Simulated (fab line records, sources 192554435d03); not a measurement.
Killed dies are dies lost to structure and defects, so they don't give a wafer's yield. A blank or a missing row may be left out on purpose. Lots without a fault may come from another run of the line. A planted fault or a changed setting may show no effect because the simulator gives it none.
Chamber matching | flow n5_finfet | N5_BEOL_M6_ALD_77 on ald_metal-01: 4 sister chambers
The step deposits TaN, target thk 2 nm, pulse time 2 s, purge time 3 s. 8 wafers are shown with their chamber, then 9 later ones without.

WAFERS WITH THEIR CHAMBER
wafer  | chamber | heater_power_w (W)
L075.4 | 0       | 453
L076.2 | 0       | 457
L078.1 | 3       | 453
L079.3 | 1       | 378
L079.6 | 3       | 448
L084.1 | 1       | 365
L084.2 | 2       | 589
L084.5 | 2       | 597

WAFERS WITHOUT THEIR CHAMBER
wafer  | heater_power_w (W)
L090.1 | 600
L090.3 | 442
L090.6 | 461
L093.1 | 592
L093.4 | 449
L093.6 | 592
L094.3 | 371
L094.5 | 594
L094.6 | 381

WHICH CHAMBER EACH WENT THROUGH
wafer  | from the rows above     | in truth
L090.1 | 2                       | 2
L090.3 | can't be placed: 3 or 0 | 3
L090.6 | can't be placed: 0 or 3 | 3
L093.1 | 2                       | 2
L093.4 | can't be placed: 3 or 0 | 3
L093.6 | 2                       | 2
L094.3 | 1                       | 1
L094.5 | 2                       | 2
L094.6 | 1                       | 1
Placed correctly: 6 of 9. Can't be placed from these rows: 3 (the true chamber is among the candidates in 3). Placed wrongly: 0.
How it was worked out, from the rows above alone: a wafer's distance from a chamber is the root of the sum, over the readings, of the square of ((its reading less the chamber's mean) divided by the reading's scatter). The wafer belongs to the nearest chamber; if the next one is less than 2 further off, it can't be placed. A chamber's mean is the mean of its shown wafers. The scatter: the root of (the sum of the squares of (reading less its chamber's mean) over the shown wafers, divided by (wafers less chambers)).
